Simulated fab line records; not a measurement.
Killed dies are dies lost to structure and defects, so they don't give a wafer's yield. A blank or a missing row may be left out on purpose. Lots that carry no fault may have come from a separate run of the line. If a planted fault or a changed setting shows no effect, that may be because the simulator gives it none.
8D (eight disciplines) problem report, filled in by code || flow n5 finfet || the parts of the form that need people (team, actions taken, sign-off) are left out

== 1. WHAT WENT WRONG ==
run length s at N5_BEOL_M9_CVD_78 reads a mean of 69.9 s on 3 wafers of 2 lots; wafers without a fault read 161.6 s with a standard deviation of 0.59. That is -99 or more standard deviations from the usual mean.
The step: deposits Co from CCTBA/H2, target thk 2 nm, time 138.9 s.
The first sign was on wafer L831.3 at day 14 08:21, on cvd co-02. At this step, 33 wafers from 11 lots have a number in the record. By rule, "out" or "out of limits" means more than 4 standard deviations away from the usual mean. All remaining wafers that have a number are taken as sound.

== 2. WHAT IT IS, WHAT IT ISN'T ==
{"question": "which readings at this step", "is": "run length s", "is not": "-"}
{"question": "which lots", "is": "L831, L833", "is not": "L815, L816, L817, L818, L819, L822, L824, L825, L838"}
{"question": "which wafers of those lots", "is": "L831.3, L833.3, L833.5", "is not": "L831.4, L831.6, L833.6"}
{"question": "read on which tools", "is": "cvd co-02", "is not": "cvd co-01"}
{"question": "when", "is": "from day 14 08:21", "is not": "up to then (26 sound wafers); but 4 sound wafers of L833, L838 came after"}

== 3. THE SUSPECTS, EACH WITH WHAT RULES IT OUT ==
Counting: a tool at a process step up to the reading stays a suspect if it ran every lot that is out. Sound lots after the first of them don't rule it out here, since some wafers of a struck lot are sound.
- rie diel-05 at N5_BEOL_M9_STRIP_36 (strips in N2/H2): kept. Every lot that is out went through it, the first being L831 (day 14 06:51); the last sound lot it ran before that was L825 (day 13 13:21).
- cvd co-02 at N5_BEOL_M9_CVD_78 (deposits Co from CCTBA/H2, target thk 2 nm, time 138.9 s): kept. Every lot that is out went through it, the first being L831 (day 14 08:21); the last sound lot it ran before that was L825 (day 13 14:50). Out on those wafers are its own readings of run length s.
What counting leaves: rie diel-05 at N5_BEOL_M9_STRIP_36 and cvd co-02 at N5_BEOL_M9_CVD_78.

== 4. THE CAUSE (what the simulator had put in) ==
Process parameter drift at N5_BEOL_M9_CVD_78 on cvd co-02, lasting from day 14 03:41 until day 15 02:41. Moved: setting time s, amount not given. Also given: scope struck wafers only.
Of the 2 suspects that counting leaves, this tool is one.

== 5. THE CHAIN OF EFFECTS, in route order ==
Rows list readings where the struck wafers' mean (over those with a number) sits beyond 3 standard deviations from the usual. Readings are gone through only where the record gives a usual standard deviation; hours: the median, over the lots, of the time from a lot's start at the first step in this table giving one to that lot's start at this step; sigmas: the change measured in usual standard deviations.
{"hours": 0, "step": "N5_BEOL_M9_CVD_78", "reading": "run length s", "usual": "161.6 s", "on struck wafers": 69.9, "change": -91.7, "sigmas": "-99 or more"}
Process steps it contains:
- N5_BEOL_M9_CVD_78: deposits Co from CCTBA/H2, target thk 2 nm, time 138.9 s.
Later steps that measure or inspect, where all struck wafers having a row at the step show a number for every such reading and not one has moved that far: N5_BEOL_M10_THK_MEAS_01.

== 6. WHAT WOULD HAVE CAUGHT IT SOONER ==
First out-of-limits reading in this record: day 14 08:21, which is 5 hours after fault onset at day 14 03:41.
